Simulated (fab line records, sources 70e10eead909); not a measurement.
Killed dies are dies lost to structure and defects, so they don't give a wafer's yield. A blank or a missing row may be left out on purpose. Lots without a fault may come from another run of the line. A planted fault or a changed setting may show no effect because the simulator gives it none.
A struck lot beside a sound one | flow nand_harc | 14 steps out of a route of 1159
Sound: wafers L865.1, L865.4, L865.5. Struck: wafers L871.2, L871.3, L871.5. The cause comes at the end.
At each step with rows: each side's tool, then ch and its chambers, then its first start. Under that, the readings that differ: sound wafers | struck wafers | difference of the means | sigmas: that difference in standard deviations of wafers without a fault.
alike: readings whose means differ by less than 2 such deviations, and words and numbers that are the same on both sides. not compared: withheld readings, readings that some wafer has no value for, bounds like >300 that may hide the same value, and numbers for which the record gives no deviation and whose values overlap.
The two part at a step that has a row with sigmas, a row that says differs or no value, or rows on one side only. Numbers that don't overlap but have no deviation are shown without sigmas and don't part them. A reading that every wafer of one side lacks parts them only if that side has two wafers or more.

first, 1 step without rows for these wafers: NHARC_A_CONTACT_STRIP_27 (strips in post etch residue remover, time 600 s).
NHARC_A_CONTACT_ALD_18: deposits TiN, target thk 3 nm, pulse time 1 s, ald cycles 150.
  sound on ald_metal-04 ch 0,2,3, day 19 07:31; struck on ald_metal-02 ch 0,3, day 20 10:08
  alike: heater_power_w, precursor_pulse_height_rel
  not compared: since_wet_clean_h
NHARC_A_CONTACT_CVD_19: deposits W, target thk 300 nm, time 802 s.
  sound on cvd_w-01 ch 0,1; struck on cvd_w-01 ch 0
  alike: heater_power_w, throttle_valve_pct
  not compared: since_wet_clean_h
NHARC_A_CONTACT_CMP_20: polishes, t overpolish 30 s, target thk 300 nm.
  sound on cmp-01 ch 0,2,3, day 19 11:10; struck on cmp-04 ch 0,1,3, day 20 11:16
  alike: motor_current_A, overpolish_run_s, time_to_endpoint_s
then, 1 step without rows for these wafers: NHARC_A_CONTACT_SRD_22.
NHARC_A_CONTACT_INSPECT_23:
  sound on defect_inspect-01, day 19 11:32; struck on defect_inspect-01, day 20 11:39
  alike: raw_defect_count
then, 5 steps without rows for these wafers: NHARC_A_BLC_DEHYDRATE_00 (time 120 s); NHARC_A_BLC_HMDS_01 (time 30 s); NHARC_A_BLC_COAT_02 (time 75 s); NHARC_A_BLC_COAT_03 (time 65 s); NHARC_A_BLC_COAT_04 (resist thk 90 nm).
NHARC_A_BLC_SOFTBAKE_05: time 55 s.
  sound on litho_track-04 ch 0, day 19 11:00; struck on litho_track-04 ch 0, day 20 11:00
  reading                  | sound                | struck               | difference | sigmas
  heater_power_total_W (W) | 188.45 188.47 188.52 | 176.08 176.09 175.95 | -12.44     | -89
  alike: chill_plate_temp_C
then, 1 step without rows for these wafers: NHARC_A_BLC_EBR_06.
NHARC_END_SORT_01:
  the record has rows for the sound wafers here (prober-02 ch 0, day 21 12:32) and none for the struck ones

WHERE THEY PART
First at NHARC_A_BLC_SOFTBAKE_05; last, within this record, at NHARC_END_SORT_01.

WHY: what the simulator had put in
Process parameter drift: litho_track-04, from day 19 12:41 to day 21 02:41, at NHARC_A_BLC_SOFTBAKE_05. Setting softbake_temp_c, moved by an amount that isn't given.
